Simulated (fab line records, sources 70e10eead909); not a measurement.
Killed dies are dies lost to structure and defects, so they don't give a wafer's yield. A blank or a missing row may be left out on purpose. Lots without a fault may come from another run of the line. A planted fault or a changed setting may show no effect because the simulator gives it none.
Chamber matching | flow nand_harc | NHARC_P_CONTACT_CMP_01 on cmp-02: 4 sister chambers
The step polishes SiO2, target thk 200 nm. 22 wafers are shown with their chamber, then 11 later ones without.

WAFERS WITH THEIR CHAMBER
wafer  | chamber | motor_current_A (A) | retaining_ring_pressure_frac
L075.3 | 2       | 12.2                | 0.999
L075.5 | 2       | 11.7                | 0.992
L075.6 | 3       | 11.6                | 1.003
L077.2 | 1       | 12.9                | 0.998
L077.4 | 0       | 10.8                | 0.999
L077.6 | 2       | 10.8                | 1.010
L079.1 | 0       | 11.2                | 0.994
L079.4 | 3       | 12.2                | 1.006
L079.6 | 3       | 11.7                | 1.010
L081.2 | 2       | 11.4                | 1.004
L081.3 | 1       | 13.5                | 1.005
L081.4 | 0       | 11.1                | 0.994
L083.1 | 0       | 10.5                | 0.995
L083.5 | 2       | 11.5                | 1.008
L083.6 | 1       | 13.4                | 1.001
L084.1 | 1       | 13.2                | 1.007
L084.5 | 1       | 13.6                | 1.006
L084.6 | 2       | 11.3                | 0.997
L085.2 | 1       | 13.0                | 0.987
L085.4 | 3       | 11.8                | 0.997
L085.6 | 1       | 13.6                | 0.991
L087.3 | 2       | 11.7                | 1.000

SIGNATURES (means of the wafers above)
reading                      | chamber 0 | chamber 1 | chamber 2 | chamber 3 | scatter within a chamber
motor_current_A              | 10.900    | 13.314    | 11.514    | 11.825    | 0.342
retaining_ring_pressure_frac | 0.99550   | 0.99929   | 1.00143   | 1.00400   | 0.00627
Rule: a wafer's distance from a chamber is the root of the sum, over the readings, of the square of ((its reading less the chamber's mean) divided by the reading's scatter). The wafer belongs to the nearest chamber; if the next one is less than 2 further off, it can't be placed. The scatter: the root of (the sum of the squares of (reading less its chamber's mean) over the shown wafers, divided by (wafers less chambers)).

WAFERS WITHOUT THEIR CHAMBER
wafer  | motor_current_A (A) | retaining_ring_pressure_frac
L087.4 | 11.1                | 1.007
L087.5 | 11.2                | 1.002
L089.3 | 11.4                | 0.997
L089.4 | 13.3                | 0.995
L089.6 | 13.7                | 0.999
L094.1 | 11.3                | 0.996
L094.2 | 13.0                | 1.008
L094.3 | 12.5                | 1.001
L097.1 | 13.2                | 1.017
L097.5 | 11.6                | 0.997
L097.6 | 13.2                | 1.011

WHICH CHAMBER EACH WENT THROUGH
wafer  | from the rows above          | in truth
L087.4 | can't be placed: 2 or 0 or 3 | 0
L087.5 | can't be placed: 2 or 0 or 3 | 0
L089.3 | can't be placed: 2 or 0 or 3 | 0
L089.4 | 1                            | 1
L089.6 | 1                            | 1
L094.1 | can't be placed: 2 or 0 or 3 | 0
L094.2 | can't be placed: 1 or 3      | 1
L094.3 | can't be placed: 3 or 1 or 2 | 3
L097.1 | can't be placed: 1 or 3      | 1
L097.5 | can't be placed: 2 or 3 or 0 | 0
L097.6 | 1                            | 1
Placed correctly: 3 of 11. Can't be placed from these rows: 8 (the true chamber is among the candidates in 8). Placed wrongly: 0.
